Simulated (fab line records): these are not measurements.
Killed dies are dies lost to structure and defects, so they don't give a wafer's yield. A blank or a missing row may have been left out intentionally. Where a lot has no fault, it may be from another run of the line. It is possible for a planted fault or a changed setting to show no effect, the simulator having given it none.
Matching of chambers ; flow n5-finfet ; N5_BEOL_M0_SAQP_ETCH_49 on rie-diel-03: 4 sister chambers
The step etches SiO2 in CF4/O2, target depth 37 nm. 4 wafers are shown with their chamber, then 10 later ones without.

WAFERS PAIRED WITH THEIR CHAMBERS
wafer;chamber;drypump-motor-current-A (A)
L088.1;2;6.5
L088.2;1;5.8
L091.1;3;6.4
L091.2;0;5.2

WAFERS MISSING THEIR CHAMBER
wafer;drypump-motor-current-A (A)
L091.4;6.6
L093.1;5.2
L093.5;6.4
L093.6;5.2
L094.2;6.4
L094.3;6.6
L094.5;6.4
L095.1;6.4
L095.2;6.6
L095.4;5.8

EACH ONE'S CHAMBER
wafer;from the rows above;in truth
L091.4;can't be placed: 2 or 3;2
L093.1;0;0
L093.5;can't be placed: 3 or 2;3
L093.6;0;0
L094.2;can't be placed: 3 or 2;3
L094.3;can't be placed: 2 or 3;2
L094.5;can't be placed: 3 or 2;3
L095.1;can't be placed: 3 or 2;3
L095.2;can't be placed: 2 or 3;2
L095.4;1;1
Correctly placed: 3 of 10. Cannot be placed on the basis of these rows: 7; the candidates contain the true chamber in 7. Wrongly placed: 0.
How it was worked out, from the rows above alone: a wafer's distance from a chamber is the root of the sum, over the readings, of the square of ((its reading less the chamber's mean) divided by the reading's scatter). If the next closest chamber is less than 2 further off than the closest, the wafer can't be placed; otherwise it belongs to the closest. The mean given for a chamber averages the wafers shown for that chamber. The scatter (one wafer shown for each chamber): square how far every hidden wafer sits from the nearest shown wafer, average those squares and take the square root.
